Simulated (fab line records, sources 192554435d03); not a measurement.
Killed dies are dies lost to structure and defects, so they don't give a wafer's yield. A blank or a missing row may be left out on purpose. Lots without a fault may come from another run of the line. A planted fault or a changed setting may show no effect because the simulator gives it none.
Problem report in the 8D (eight disciplines) form, filled by code | flow n5_finfet | the parts of the form that need people (team, actions taken, sign-off) are left out

1. THE PROBLEM
platen_rpm at N5_HKMG_FIN_CMP_94 reads a mean of 52.28 rpm on 1 wafer of 1 lot; wafers without a fault read 50.29 rpm with a standard deviation of 0.037. That is +54 standard deviations from the usual mean.
The step: polishes, stops on SiNx, t overpolish 4.7 s, target thk 43.299 nm.
First seen on wafer L631.3, day 7 03:44, on cmp-03. The record holds 15 wafers of 5 lots with a number at this step. Rule for "out", or "out of limits": more than 4 standard deviations from the usual mean. The other wafers with a number count as sound.

2. WHAT IT IS AND WHAT IT IS NOT
question                    | is               | is not
which readings at this step | platen_rpm       | motor_current_A, retaining_ring_pressure_frac
which lots                  | L631             | L623, L628, L642, L643
which wafers of those lots  | L631.3           | L631.1, L631.2
read on which tools         | cmp-03           | cmp-01, cmp-04
when                        | from day 7 03:44 | up to then (8 sound wafers); but 6 sound wafers of L642, L643 came after

3. SUSPECTS, AND WHAT RULES EACH OUT
Counting: a tool at a process step up to the reading stays a suspect if it ran every lot that is out. Sound lots after the first of them don't rule it out here, since some wafers of a struck lot are sound.
- rie_diel-05 at N5_HKMG_FIN_STRIP_90 (strips SOC in N2/H2, time 20 s): kept. It ran the lot that is out, L631 (day 7 02:01); its last sound lot up to then is L623 (day 4 22:11).
- rie_metal-03 at N5_HKMG_FIN_ETCHBACK_68 (etches the open film in Cl2/Ar, stops on HfO2, target depth 0.5 nm): kept. It ran the lot that is out, L631 (day 7 02:10); its last sound lot up to then is L623 (day 4 22:20).
- plasma_asher-02 at N5_HKMG_FIN_STRIP_69 (strips in N2/H2, time 360 s): kept. It ran the lot that is out, L631 (day 7 02:19); its last sound lot up to then is L628 (day 6 09:28).
- cvd_w-01 at N5_HKMG_FIN_ALD_72 (deposits W, target thk 2 nm, pulse time 1 s, purge time 2 s): kept. It ran the lot that is out, L631 (day 7 03:03); its last sound lot up to then is L628 (day 6 10:13).
- cmp-03 at N5_HKMG_FIN_CMP_23 (polishes, stops on SiNx, t overpolish 10 s, target thk 46.326 nm): kept. It ran the lot that is out, L631 (day 7 03:18).
- cmp-03 at N5_HKMG_FIN_CMP_94 (polishes, stops on SiNx, t overpolish 4.7 s, target thk 43.299 nm): kept. It ran the lot that is out, L631 (day 7 03:44). Its own readings are out on those wafers: platen_rpm.
- Within rie_diel-05 at N5_HKMG_FIN_STRIP_90: the wafers that are out ran in chamber 3; their sound lot-mates ran in chambers 0, 2.
- Within cmp-03 at N5_HKMG_FIN_CMP_23: the wafers that are out ran in chamber 0; their sound lot-mates ran in chambers 1, 2.
- Within cmp-03 at N5_HKMG_FIN_CMP_94: the wafers that are out ran in chamber 0; their sound lot-mates ran in chambers 1, 2.
Left after counting: rie_diel-05 at N5_HKMG_FIN_STRIP_90, rie_metal-03 at N5_HKMG_FIN_ETCHBACK_68, plasma_asher-02 at N5_HKMG_FIN_STRIP_69, cvd_w-01 at N5_HKMG_FIN_ALD_72, cmp-03 at N5_HKMG_FIN_CMP_23, cmp-03 at N5_HKMG_FIN_CMP_94.

4. THE CAUSE (what the simulator had put in)
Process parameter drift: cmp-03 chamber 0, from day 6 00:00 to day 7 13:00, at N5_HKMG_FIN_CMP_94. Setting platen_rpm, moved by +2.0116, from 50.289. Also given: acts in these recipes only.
Counting left 6 suspects, and this tool is among them.

5. THE CHAIN OF EFFECTS, in route order
Each row: a reading whose mean over the struck wafers that have a number lies more than 3 standard deviations from the usual. Only readings for which the record gives a usual standard deviation are gone through. hours: the time from each lot's start at the first step in this table that gives one to its start at this step, as a median over the lots. sigmas: the change in usual standard deviations.
hours | step               | reading    | usual     | on struck wafers | change | sigmas
0     | N5_HKMG_FIN_CMP_94 | platen_rpm | 50.29 rpm | 52.28            | +1.99  | +54
The process steps in it:
- N5_HKMG_FIN_CMP_94: polishes, stops on SiNx, t overpolish 4.7 s, target thk 43.299 nm.
Later measuring or inspecting steps at which every struck wafer that the step has a row for has a number for every such reading, and none has moved that far: N5_BEOL_M4_RC_MEAS_101.

6. WHAT WOULD HAVE CAUGHT IT SOONER
In this record the first reading out of limits was taken at day 7 03:44, 28 hours after the fault began at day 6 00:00.
